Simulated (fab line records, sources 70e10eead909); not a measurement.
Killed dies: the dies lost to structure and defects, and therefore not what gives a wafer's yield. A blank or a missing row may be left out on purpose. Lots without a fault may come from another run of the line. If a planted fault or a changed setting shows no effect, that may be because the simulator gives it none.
Chamber matching / flow nandHarc / NHARC_A_STAIRCASE_CMP_450 on cmp-01 has 4 sister chambers
The step polishes SiO2, target thk 200 nm. 8 wafers are shown with their chamber, then 9 later ones without.

EACH WAFER AND ITS CHAMBER
wafer=L079.4; chamber=3; motorCurrentA (A)=11.4; retainingRingPressureFrac=0.997
wafer=L086.1; chamber=3; motorCurrentA (A)=11.9; retainingRingPressureFrac=1.002
wafer=L088.3; chamber=0; motorCurrentA (A)=13.2; retainingRingPressureFrac=1.005
wafer=L088.5; chamber=1; motorCurrentA (A)=10.9; retainingRingPressureFrac=1.004
wafer=L088.6; chamber=0; motorCurrentA (A)=13.0; retainingRingPressureFrac=1.009
wafer=L087.1; chamber=2; motorCurrentA (A)=12.2; retainingRingPressureFrac=1.001
wafer=L087.3; chamber=1; motorCurrentA (A)=11.5; retainingRingPressureFrac=0.995
wafer=L087.6; chamber=2; motorCurrentA (A)=12.1; retainingRingPressureFrac=0.997

WAFERS WITH NO CHAMBER GIVEN
wafer=L090.4; motorCurrentA (A)=11.7; retainingRingPressureFrac=0.997
wafer=L090.5; motorCurrentA (A)=11.4; retainingRingPressureFrac=1.012
wafer=L090.6; motorCurrentA (A)=12.6; retainingRingPressureFrac=0.990
wafer=L092.2; motorCurrentA (A)=12.9; retainingRingPressureFrac=1.004
wafer=L092.4; motorCurrentA (A)=10.5; retainingRingPressureFrac=0.996
wafer=L092.6; motorCurrentA (A)=11.8; retainingRingPressureFrac=1.002
wafer=L096.1; motorCurrentA (A)=11.4; retainingRingPressureFrac=1.005
wafer=L096.2; motorCurrentA (A)=13.2; retainingRingPressureFrac=0.995
wafer=L096.5; motorCurrentA (A)=12.8; retainingRingPressureFrac=0.992

THE CHAMBER EACH PASSED THROUGH
wafer=L090.4; from the rows above=can't be placed: 3 or 2 or 1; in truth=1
wafer=L090.5; from the rows above=can't be placed: 1 or 3 or 2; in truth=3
wafer=L090.6; from the rows above=can't be placed: 2 or 3 or 0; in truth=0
wafer=L092.2; from the rows above=can't be placed: 0 or 2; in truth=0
wafer=L092.4; from the rows above=can't be placed: 1 or 3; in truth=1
wafer=L092.6; from the rows above=can't be placed: 3 or 2 or 1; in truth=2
wafer=L096.1; from the rows above=can't be placed: 1 or 3 or 2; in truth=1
wafer=L096.2; from the rows above=can't be placed: 0 or 2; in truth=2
wafer=L096.5; from the rows above=can't be placed: 2 or 0 or 3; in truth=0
0 of 9 placed correctly. Can't be placed from these rows: 9 (the true chamber is among the candidates in 9). 0 placed wrongly.
How it was worked out, from the rows above alone: a wafer's distance from a chamber is the root of the sum, over the readings, of the square of ((its reading less the chamber's mean) divided by the reading's scatter). The wafer belongs to the nearest chamber; if the next one is less than 2 further off, it can't be placed. The mean given for a chamber averages the wafers shown for that chamber. The scatter: the root of (the sum of the squares of (reading less its chamber's mean) over the shown wafers, divided by (wafers less chambers)).
